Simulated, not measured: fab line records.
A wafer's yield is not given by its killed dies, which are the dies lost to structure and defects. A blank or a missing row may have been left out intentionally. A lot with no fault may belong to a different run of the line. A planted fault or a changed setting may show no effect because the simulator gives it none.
Split-lot trial	flow n5_finfet	39 wafers read from 7 lots, route of 1938 steps

== THE SPLIT ITSELF ==
At N5_BEOL_M8_DEVELOP_10 (develop time 30 s), the setting develop_time_s was moved away from the recipe's 30 s on 18 of the 39 wafers read, by -55.9% to +58.1%. All remaining wafers had this setting at the recipe value.

== FROM THE SPLIT TO THE READING: what the file shows between them, 13 steps ==
- N5_BEOL_M8_CD_MEAS_11: target cd 38.5 nm
- N5_BEOL_M8_DESCUM_16: chemistry O2, time 7.9 s
- N5_BEOL_M8_ETCH_61: etches SiARC in CF4, target depth 45.5 nm, time 75.8 s
- N5_BEOL_M8_ETCH_62: etches SOC in N2/H2, target depth 110 nm, overetch 22 nm, time 165 s
- N5_BEOL_M8_STRIP_68: strips in N2/H2
- N5_BEOL_M8_STRIP_67: strips in CF4
- N5_BEOL_M8_HM_OPEN_17: chemistry Cl2/BCl3, target TiN, target depth 20 nm, overetch 6 nm
- N5_BEOL_M8_STRIP_19: strips in O2
- N5_BEOL_M8_CD_MEAS_18: pitch 80 nm, target cd 40 nm
- N5_BEOL_M8_COAT_63: time 60 s, resist thk 60 nm
- N5_BEOL_M8_COAT_64: time 60 s, resist thk 12 nm
- N5_BEOL_M8_PRECLEAN_42: cleans in residue remover, time 60 s
- N5_BEOL_M8_SRD_43: time 30 s

== THE READING ==
At N5_BEOL_M8_CD_MEAS_35: cd_nm in nanometres, against a target cd of 40 nm. Typical for fault-free wafers on this fab line: 39.9 nm, with standard deviation 0.87 nm.

wafer	tool, chamber at the split	develop_time_s as run, s	against the recipe	cd_nm, nm	against lot-mates on the recipe
L079.1	litho_track-05, 0	30	recipe	40.1	-
L079.2	litho_track-05, 0	30	recipe	40.0	-
L079.3	litho_track-05, 0	38.03	+26.8%	40.1	+0.2
L079.4	litho_track-05, 0	38.03	+26.8%	40.8	+0.9
L079.5	litho_track-05, 0	30	recipe	39.6	-
L079.6	litho_track-05, 0	38.03	+26.8%	40.6	+0.7
L080.1	litho_track-05, 0	30	recipe	39.8	-
L080.2	litho_track-05, 0	30	recipe	39.3	-
L080.3	litho_track-05, 0	16.55	-44.8%	37.2	-2.4
L080.4	litho_track-05, 0	16.55	-44.8%	37.6	-2.0
L080.5	litho_track-05, 0	30	recipe	39.6	-
L080.6	litho_track-05, 0	16.55	-44.8%	37.3	-2.3
L087.2	litho_track-02, 0	30	recipe	40.5	-
L087.3	litho_track-02, 0	30	recipe	42.0	-
L087.5	litho_track-02, 0	30	recipe	41.3	-
L089.1	litho_track-05, 0	46.09	+53.6%	40.8	+0.9
L089.2	litho_track-05, 0	30	recipe	40.3	-
L089.3	litho_track-05, 0	46.09	+53.6%	42.0	+2.1
L089.4	litho_track-05, 0	46.09	+53.6%	40.6	+0.7
L089.5	litho_track-05, 0	30	recipe	39.7	-
L089.6	litho_track-05, 0	30	recipe	39.7	-
L092.1	litho_track-05, 0	30	recipe	40.5	-
L092.2	litho_track-05, 0	14.42	-51.9%	37.0	-2.9
L092.3	litho_track-05, 0	14.42	-51.9%	37.6	-2.3
L092.4	litho_track-05, 0	14.42	-51.9%	37.7	-2.2
L092.5	litho_track-05, 0	30	recipe	39.2	-
L092.6	litho_track-05, 0	30	recipe	40.1	-
L096.1	litho_track-02, 0	30	recipe	40.5	-
L096.2	litho_track-02, 0	30	recipe	39.2	-
L096.3	litho_track-02, 0	13.24	-55.9%	36.0	-4.1
L096.4	litho_track-02, 0	13.24	-55.9%	36.5	-3.6
L096.5	litho_track-02, 0	13.24	-55.9%	36.5	-3.6
L096.6	litho_track-02, 0	30	recipe	40.7	-
L097.1	litho_track-02, 0	47.42	+58.1%	43.2	+3.7
L097.2	litho_track-02, 0	30	recipe	40.8	-
L097.3	litho_track-02, 0	47.42	+58.1%	41.9	+2.4
L097.4	litho_track-02, 0	30	recipe	39.0	-
L097.5	litho_track-02, 0	30	recipe	38.7	-
L097.6	litho_track-02, 0	47.42	+58.1%	43.5	+4.0

FIT RESULTS
A straight line over all 39 wafers: cd_nm changes by +0.0468 nm for each +1% of develop_time_s; r = +0.89; the points scatter about the line by 0.82 nm.
The same after taking each lot's own level away (the mean of its wafers on the recipe; 39 wafers): +0.0484 nm for each +1%; r = +0.92; scatter 0.73 nm.
On that fit, the largest move of develop_time_s shifts the reading by 2.8 nm.
From 39.50 to 41.27 nm: that is the span of the lots' own levels, equal to 2.0 times the standard deviation above.
Hence the lot-to-lot level has little effect on the slope; both slopes agree.
Check: for one of the wafers moved furthest among these (+58.1%), held out of the fit, the line's prediction against its lot-mates is +2.48 nm. It came out at +3.7 nm against them.

== FURTHER SPLITS ON THESE WAFERS ==
Other splits were also applied to these wafers ahead of the reading. Each is held against what the fit with the lots' levels taken away leaves over:
other split on the same wafers	wafers away from the commonest value	r with cd_nm (lot level and that fit taken away)
N5_PMOS_HMC_CHANNEL_EPI_HM_DEP_34 time_s	15	-0.09
N5_STI_FIN_REVEAL_ALD_00 target_thk_a	18	-0.11
N5_BEOL_M0_SAQP_MANDREL_ETCH_20 target_depth_a	12	-0.10
N5_BEOL_M0_DEP_125 time_s	12	+0.11

== THE WHOLE CHAIN: every reading that the file lists as answering this split, in the file's order ==
step	what it does	reading	change (the file's fit)	r (the file's)
N5_BEOL_M8_CD_MEAS_11	target cd 38.5 nm	cd_nm	+0.044 nm for each +1% of the setting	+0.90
N5_BEOL_M8_ETCH_61	etches SiARC in CF4, target depth 45.5 nm, time 75.8 s	BEOL_M8.cd_offset_nm (the simulator's own value, which no gauge read)	+0.0442 nm for each +1% of the setting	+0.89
N5_BEOL_M8_ETCH_62	etches SOC in N2/H2, target depth 110 nm, overetch 22 nm, time 165 s	BEOL_M8.cd_offset_nm (the simulator's own value, which no gauge read)	+0.0477 nm for each +1% of the setting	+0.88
N5_BEOL_M8_HM_OPEN_17	chemistry Cl2/BCl3, target TiN, target depth 20 nm, overetch 6 nm	BEOL_M8.cd_offset_nm (the simulator's own value, which no gauge read)	+0.047 nm for each +1% of the setting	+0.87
N5_BEOL_M8_CD_MEAS_18	pitch 80 nm, target cd 40 nm	cd_nm	+0.0483 nm for each +1% of the setting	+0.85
N5_BEOL_M8_CD_MEAS_35	target cd 40 nm	cd_nm	+0.0485 nm for each +1% of the setting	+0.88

== THE FILE'S OWN FIT ==
cd_nm changes by +0.0485 nm for each +1% of develop_time_s, r = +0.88.
